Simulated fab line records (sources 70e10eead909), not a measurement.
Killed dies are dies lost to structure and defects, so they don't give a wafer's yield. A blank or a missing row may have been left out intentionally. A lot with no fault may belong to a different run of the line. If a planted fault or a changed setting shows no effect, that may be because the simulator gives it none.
fab line records ; flow nand-harc
record lots=7; wafers=21; last-day=24
route steps=1159 shown P_START@1 P_ZERO_WELL@2
lots that met no fault: taken from a fault-free run of the same line
start-h: hours from the record's opening day to when the first of the lot's shown wafers began ; wait-h: hours from the lot's prior step to this one ; " same as the row above ; L1.1+2: a row that stands for several wafers ; - either no value or no given start ; * or withheld: withheld ; < > ~ a bound
route shown NAME@n: a module of which the file shows steps, and the number in the route of the first ; usual: the fault-free wafers' mean and standard deviation ; same: alike in all rows ; chamber/n: place in a boat ; sites: each site's reading ; _std_site: how widely they spread, as a standard deviation ; _edge_site: mean of outer sites minus mean of inner sites ; radius-mm: how far each site lies from the wafer's centre ; mask NAME#n: copy n ; behind: the last tool/chamber to shape the wafer ; hold: why the lot went on hold/how many hours it stayed there/how the hold came to an end ; device: whichever transistor did not switch (one of n, p or np) ; end of line: at the end of the route, the tests of the same wafers ; a step given without rows: its recipe and nothing more ; killed: not the wafer's yield, but the dies lost to structure and defects at the first sort ; map: the dies of a wafer, with x for killed, . for not killed, _ for no die there
set.NAME: the setting that was run; set.NAME@STEP: the one run at that earlier step ; model.NAME: the simulator's own value behind a step, which no gauge read
a table for each step, a row for each wafer; lots at some steps of the route
services: the hour from which a tool's chamber was out of use, counted from the record's first day as start-h (under 0 if before that day), plus the number of hours and why
## steps
# step NHARC_P_START_INSPECT_01
# usual raw-defect-count=3.4/1.7
lot.wafer;tool;chamber;start-h;wait-h;raw-defect-count
L752.2;defect-inspect-02;-;18.04;-;6
L752.3;defect-inspect-02;-;18.04;-;6
L752.5;defect-inspect-02;-;18.04;-;5
L754.1;defect-inspect-01;-;30.04;-;2
L754.2;defect-inspect-01;-;30.04;-;7
L754.3;defect-inspect-01;-;30.04;-;5
L760.1;defect-inspect-02;-;66.04;-;4
L760.2;defect-inspect-02;-;66.04;-;2
L760.6;defect-inspect-02;-;66.04;-;4
L763.1;defect-inspect-01;-;84.04;-;3
L763.3;defect-inspect-01;-;84.04;-;2
L763.4;defect-inspect-01;-;84.04;-;3
L765.1;defect-inspect-01;-;96.04;-;4
L765.3;defect-inspect-01;-;96.04;-;3
L765.6;defect-inspect-01;-;96.04;-;5
L766.2;defect-inspect-02;-;102.04;-;2
L766.3;defect-inspect-02;-;102.04;-;2
L766.6;defect-inspect-02;-;102.04;-;4
L773.1;defect-inspect-01;-;144.03;-;2
L773.2;defect-inspect-01;-;144.03;-;5
L773.6;defect-inspect-01;-;144.03;-;4
# step NHARC_P_ZERO_WELL_PRECLEAN_00
# recipe time-s=600; temp-c=120; chemistry=SPM
# step NHARC_P_ZERO_WELL_SRD_01
# step NHARC_P_ZERO_WELL_PECVD_02
# recipe target-thk-a=100; temp-c=400; pressure-torr=6.5; rf-w=withheld; teos-flow-sccm=withheld; flow-sccm=2650; target-thk-nm=10; gas=O2; material=SiO2
# step NHARC_P_ZERO_WELL_DEHYDRATE_03
# recipe temp-c=150; time-s=120
# step NHARC_P_ZERO_WELL_HMDS_04
# recipe time-s=30
# step NHARC_P_ZERO_WELL_COAT_64
# recipe temp-c=200; time-s=65
# step NHARC_P_ZERO_WELL_COAT_05
# recipe spin-rpm=2000; resist-thk-nm=600
# step NHARC_P_ZERO_WELL_SOFTBAKE_06
# recipe temp-c=125; time-s=70
# step NHARC_P_ZERO_WELL_EBR_07
# step NHARC_P_ZERO_WELL_EXPOSE_08
# recipe na=0.55; target-cd-nm=500; dose-mj=33.8; mask-id=P_ZERO
# step NHARC_P_ZERO_WELL_PEB_09
# recipe peb-temp-c=128; peb-time-s=80
# usual plate-temp-C=128.00/0.13
lot.wafer;tool;chamber;start-h;wait-h;plate-temp-C
L752.2;litho-track-03;0;19.04;0.1;128.08
L752.3;litho-track-03;0;19.04;0.1;127.94
L752.5;litho-track-03;0;19.04;0.1;128.14
L754.1;litho-track-02;0;31.04;0.1;128.02
L754.2;litho-track-02;0;31.04;0.1;128.14
L754.3;litho-track-02;0;31.04;0.1;128.22
L760.1;litho-track-03;0;67.16;0.1;127.99
L760.2;litho-track-03;0;67.16;0.1;127.98
L760.6;litho-track-03;0;67.16;0.1;128.01
L763.1;litho-track-02;0;85.03;0.1;128.77
L763.3;litho-track-02;0;85.03;0.1;128.79
L763.4;litho-track-02;0;85.03;0.1;128.72
L765.1;litho-track-02;0;97.04;0.1;128.77
L765.3;litho-track-02;0;97.04;0.1;128.77
L765.6;litho-track-02;0;97.04;0.1;128.68
L766.2;litho-track-02;0;103.36;0.1;128.71
L766.3;litho-track-02;0;103.36;0.1;128.83
L766.6;litho-track-02;0;103.36;0.1;128.62
L773.1;litho-track-05;0;145.15;0.1;127.86
L773.2;litho-track-05;0;145.15;0.1;127.85
L773.6;litho-track-05;0;145.15;0.1;127.77
# step NHARC_P_ZERO_WELL_DEVELOP_10
# recipe time-s=50; dev-temp-c=22
## services
tool;chamber;start-h;hours;kind
litho-track-03;-;38.01;7.0;pm
litho-track-05;-;62.00;7.0;pm
litho-track-02;-;70.14;-;consumable-replace:filter
## key
first-sign step=NHARC_P_ZERO_WELL_PEB_09; reading=plate-temp-C; direction=up; sigmas=5.7; usual=*; struck=*
effect none on later readings
met-at NHARC_P_ZERO_WELL_PEB_09
struck-wafers L763.1,L763.3,L763.4,L765.1,L765.3,L765.6,L766.2,L766.3,L766.6
tester-left-out L763,L765,L766
loop-trim step=NHARC_P_ZERO_WELL_EXPOSE_08; setting=dose; lots=L765,L766
onset-between 31.04 85.03
fault kind=process-parameter-drift; tool=litho-track-02; chamber=-; onset-h=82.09; steps=NHARC_P_ZERO_WELL_PEB_09; channel=peb-temp-c; offset=*; shape=step; end-h=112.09; acts-in=*; stated=*
# tester-left-out: of these lots the tester's yield and bins aren't shown, on N5 and GAA mostly nor the transistor test; their killed dies are dies lost to structure and defects alone, not to doping, threshold or leakage, so they don't give the yield
# loop-trim: a control loop set the setting to another value than it would have without faults
